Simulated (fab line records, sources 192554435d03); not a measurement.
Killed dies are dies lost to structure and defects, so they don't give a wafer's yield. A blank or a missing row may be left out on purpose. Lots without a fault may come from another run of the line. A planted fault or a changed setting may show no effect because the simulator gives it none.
Problem report in the 8D (eight disciplines) form, filled by code | flow n5_finfet | the parts of the form that need people (team, actions taken, sign-off) are left out

1. THE PROBLEM
killed_at_M0_to_M3 at N5_PASSIVATION_PROBE_49 reads a mean of 294 on 6 wafers of 2 lots; wafers without a fault read 32 with a standard deviation of 9.7. That is +27 standard deviations from the usual mean.
First seen on wafer L863.2, day 16 07:37, on prober-01. The record holds 6 wafers of 2 lots with a number at this step. Rule for "out", or "out of limits": more than 4 standard deviations from the usual mean. The other wafers with a number count as sound.

2. WHAT IT IS AND WHAT IT IS NOT
question                    | is                                                                                                                                        | is not
which readings at this step | killed_at_M0_to_M3, defect_limited_yield, killed_dies, killed_on_rim, sort_bin_5_function, sort_bin_6_memory, sort_n_pass, sort_yield_pct | killed_at_M4_up, killed_at_contacts, killed_at_front_end, killed_open, killed_short, sort_bin_8_speed
which lots                  | L863, L865                                                                                                                                | -
which wafers of those lots  | all that have a number                                                                                                                    | -
read on which tools         | prober-01                                                                                                                                 | -
when                        | from day 16 07:37                                                                                                                         | up to then (0 sound wafers)

3. SUSPECTS, AND WHAT RULES EACH OUT
Counting: a tool at a process step up to the reading stays a suspect if it ran every lot that is out and no sound lot after the first of them.
- ecd_cu-01 at N5_BEOL_M3_ECD_50 (material Cu, target thk 300 nm): kept. It ran every lot that is out, first L863 (day 10 19:38), and no sound lot after that.
- prober-01 at N5_PASSIVATION_PROBE_49: kept. It ran every lot that is out, first L863 (day 16 07:37), and no sound lot after that. Its own readings are out on those wafers: defect_limited_yield, killed_at_M0_to_M3, killed_dies, killed_on_rim, sort_bin_5_function, sort_bin_6_memory, sort_n_pass, sort_yield_pct.
Left after counting: ecd_cu-01 at N5_BEOL_M3_ECD_50, prober-01 at N5_PASSIVATION_PROBE_49.

4. THE CAUSE (what the simulator had put in)
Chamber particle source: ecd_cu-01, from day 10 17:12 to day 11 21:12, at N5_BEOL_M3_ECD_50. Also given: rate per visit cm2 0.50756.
Counting left 2 suspects, and this tool is among them.

5. THE CHAIN OF EFFECTS, in route order
Each row: a reading whose mean over the struck wafers that have a number lies more than 3 standard deviations from the usual. Only readings for which the record gives a usual standard deviation are gone through. hours: the time from each lot's start at the first step in this table that gives one to its start at this step, as a median over the lots. sigmas: the change in usual standard deviations.
hours | step                    | reading              | usual  | on struck wafers | change | sigmas
0     | N5_PASSIVATION_PROBE_49 | defect_limited_yield | 91.1 % | 68.8             | -22.3  | -17
0     | N5_PASSIVATION_PROBE_49 | killed_at_M0_to_M3   | 32     | 294              | +262   | +27
0     | N5_PASSIVATION_PROBE_49 | killed_dies          | 104    | 368              | +264   | +16
0     | N5_PASSIVATION_PROBE_49 | killed_on_rim        | 14     | 48               | +34    | +8.4
0     | N5_PASSIVATION_PROBE_49 | sort_bin_5_function  | 5.1 %  | 19.2             | +14.1  | +17
0     | N5_PASSIVATION_PROBE_49 | sort_bin_6_memory    | 3.3 %  | 10.2             | +6.9   | +10
0     | N5_PASSIVATION_PROBE_49 | sort_n_pass          | 1075   | 812              | -263   | -16
0     | N5_PASSIVATION_PROBE_49 | sort_yield_pct       | 91.1 % | 68.8             | -22.3  | -16
The process steps in it:
- N5_PASSIVATION_PROBE_49

6. WHAT WOULD HAVE CAUGHT IT SOONER
In this record the first reading out of limits was taken at day 16 07:37, 134 hours after the fault began at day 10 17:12.
All the lots that are out (2) had begun N5_BEOL_M3_ECD_50 on ecd_cu-01 by day 16 07:37. A hold on the tool at that time would have spared none of them.
